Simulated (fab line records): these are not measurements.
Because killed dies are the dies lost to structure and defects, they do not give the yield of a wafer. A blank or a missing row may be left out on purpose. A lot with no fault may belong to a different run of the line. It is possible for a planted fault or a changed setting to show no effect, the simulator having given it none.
A struck lot beside a sound one | flow nand-harc | 42 out of 1302 route steps
Sound: wafers L267.2, L267.4, L267.6. Struck: wafers L274.2, L274.5. (L274.4 of the same lot was not struck and is left out.) The cause comes at the end.
Order at every step that has rows: each side's tool, ch and its chambers, its first start. Under that, the readings that differ: sound wafers | struck wafers | difference of the means | sigmas: that difference in standard deviations of wafers without a fault.
alike: a reading whose means differ by less than 2 such deviations, as well as words and numbers matching on both sides. not compared: withheld readings; readings where some wafer has no value; bounds like >300 that might hide an equal value; numbers whose values overlap and for which the record gives no deviation.
The two part at a step that has a row with sigmas, a row that says differs or no value, or rows on one side only. Non-overlapping numbers with no deviation appear without sigmas and do not part them. A reading that every wafer of one side lacks parts them only if that side has two wafers or more.

first, 7 steps without rows for these wafers: NHARC_A_CONTACT_ETCH_48 (etches the open film in CF4, target depth 39 nm, time 65 s); NHARC_A_CONTACT_ETCH_49 (etches the open film in N2/H2, target depth 260 nm, time 475.3 s); NHARC_A_CONTACT_ETCH_50 (etches the open film in CF4/CHF3, target depth 121 nm, time 60.5 s); NHARC_A_CONTACT_ETCH_51 (etches the open film in O2/COS, target depth 7000 nm, time 1820 s); NHARC_A_CONTACT_ETCH_111 (etches the open film in C4F8/O2/Ar, time 140 s, target depth 700 nm); NHARC_A_CONTACT_ETCH_112 (etches the open film in C4F8/O2/Ar, time 190 s, target depth 1850 nm); NHARC_A_CONTACT_ETCH_113 (etches the open film in C4F8/O2/Ar, time 190 s, target depth 1850 nm).
NHARC_A_CONTACT_ETCH_114: etches the open film in C4F8/O2/Ar, time 190 s, target depth 1850 nm.
  sound on har-cap-etch-02 ch 0, day 22 15:48; struck on har-cap-etch-02 ch 1, day 25 20:55
  not compared: rf-hours-counter-h
then, 2 steps without rows for these wafers: NHARC_A_CONTACT_ETCH_115 (etches the open film in C4F8/O2/Ar, time 190 s, target depth 1850 nm); NHARC_A_CONTACT_ETCH_116 (etches the open film in C4F8/O2/Ar, time 190 s, target depth 1850 nm).
NHARC_A_CONTACT_ETCH_117: etches the open film in C4F8/O2/Ar, time 190 s, target depth 1850 nm.
  sound on har-cap-etch-02 ch 0, day 22 16:19; struck on har-cap-etch-02 ch 1, day 25 21:26
  not compared: rf-hours-counter-h
then, 1 step without rows for these wafers: NHARC_A_CONTACT_ETCH_118 (etches the open film in C4F8/O2/Ar, time 190 s, target depth 1850 nm).
NHARC_A_CONTACT_ETCH_119: etches the open film in C4F8/O2/Ar, time 190 s, target depth 1850 nm.
  sound on har-cap-etch-02 ch 0, day 22 16:40; struck on har-cap-etch-02 ch 1, day 25 21:46
  not compared: rf-hours-counter-h
then, 1 step without rows for these wafers: NHARC_A_CONTACT_ETCH_120 (etches the open film in C4F8/O2/Ar, time 190 s, target depth 1850 nm).
NHARC_A_CONTACT_ETCH_121: etches the open film in C4F8/O2/Ar, time 190 s, target depth 1850 nm.
  sound on har-cap-etch-02 ch 0, day 22 17:00; struck on har-cap-etch-02 ch 1, day 25 22:07
  not compared: rf-hours-counter-h
then, 2 steps without rows for these wafers: NHARC_A_CONTACT_ETCH_122 (etches the open film in C4F8/O2/Ar, time 190 s, target depth 1850 nm); NHARC_A_CONTACT_ETCH_123 (etches the open film in C4F8/O2/Ar, time 490 s, target depth 2110 nm).
NHARC_A_CONTACT_ETCH_90: etches the open film in CH3F/O2, target depth 40 nm, time 85.7 s.
  sound on rie-diel-04 ch 1,2,3, day 22 18:19; struck on rie-diel-09 ch 1,2, day 25 23:26
  reading               | sound          | struck    | difference | sigmas
  oes-product-au (a.u.) | 0.93 0.93 0.94 | 1.01 1.01 | +0.08      | +2
  alike: ch3f-flow-sccm, drypump-motor-current-A, rf-vpp-V, showerhead-plenum-p-Torr, throttle-valve-pct
  not compared: rf-hours-counter-h
then, 1 step without rows for these wafers: NHARC_A_CONTACT_ETCH_96 (etches the open film in C4F6/O2, target depth 20 nm, time 10 s).
NHARC_A_CONTACT_CD_MEAS_53:
  sound on cd-sem-03, day 22 18:32; struck on cd-sem-02, day 25 23:40
  alike: cd-nm
then, 7 steps without rows for these wafers: NHARC_A_CONTACT_STRIP_99 (strips in N2/H2); NHARC_A_CONTACT_STRIP_100 (strips in CF4/CHF3); NHARC_A_CONTACT_STRIP_101 (strips in O2/COS); NHARC_A_CONTACT_ETCH_102 (etches the open film in CF4/O2, target depth 100 nm, overetch 10 nm, time 55 s); NHARC_A_CONTACT_STRIP_55 (strips in O2); NHARC_A_CONTACT_STRIP_56 (strips in post etch residue remover, time 600 s); NHARC_A_CONTACT_DEP_57 (deposits aC, target thk 5300 nm).
NHARC_A_CONTACT_DEP_58: deposits SiON, target thk 90 nm.
  sound on pecvd-02 ch 0,1, day 22 22:46; struck on pecvd-01 ch 2, day 26 06:00
  alike: heater-power-w, showerhead-vpp-V
then, 10 steps without rows for these wafers: NHARC_A_CONTACT_DEHYDRATE_59 (time 120 s); NHARC_A_CONTACT_HMDS_60 (time 30 s); NHARC_A_CONTACT_COAT_61 (time 75 s); NHARC_A_CONTACT_COAT_62 (time 65 s); NHARC_A_CONTACT_COAT_63 (resist thk 90 nm); NHARC_A_CONTACT_SOFTBAKE_64 (time 55 s); NHARC_A_CONTACT_EBR_65; NHARC_A_CONTACT_EXPOSE_66 (exposes mask A CC 2); NHARC_A_CONTACT_PEB_67 (peb time 65 s); NHARC_A_CONTACT_DEVELOP_68 (develop time 35 s).
NHARC_A_CONTACT_CD_MEAS_69 targets a cd of 300 nm.
  sound on cd-sem-02 ch 0, day 22 23:28; struck on cd-sem-02 ch 0, day 26 06:43
  alike: cd-nm
NHARC_A_CONTACT_OVL_MEAS_70:
  sound on overlay-01, day 22 23:32; struck on overlay-01, day 26 06:49
  alike: overlay-x-nm, overlay-y-nm
then, 1 step without rows for these wafers: NHARC_A_CONTACT_DESCUM_74 (chemistry O2, time 3 s).
-- record jumps: 3 days between struck wafers' starts before vs after; left off in module A_CONTACT, resumes in module END, first step shown is number 1302 of the route --
NHARC_END_SORT_01:
  only the struck wafers appear in the record here, on prober-02 ch 0 at day 29 05:50; the sound ones have no rows

WHERE THEY PART
First at NHARC_A_CONTACT_ETCH_90; last, within this record, at NHARC_END_SORT_01.

WHY: the cause the simulator had injected
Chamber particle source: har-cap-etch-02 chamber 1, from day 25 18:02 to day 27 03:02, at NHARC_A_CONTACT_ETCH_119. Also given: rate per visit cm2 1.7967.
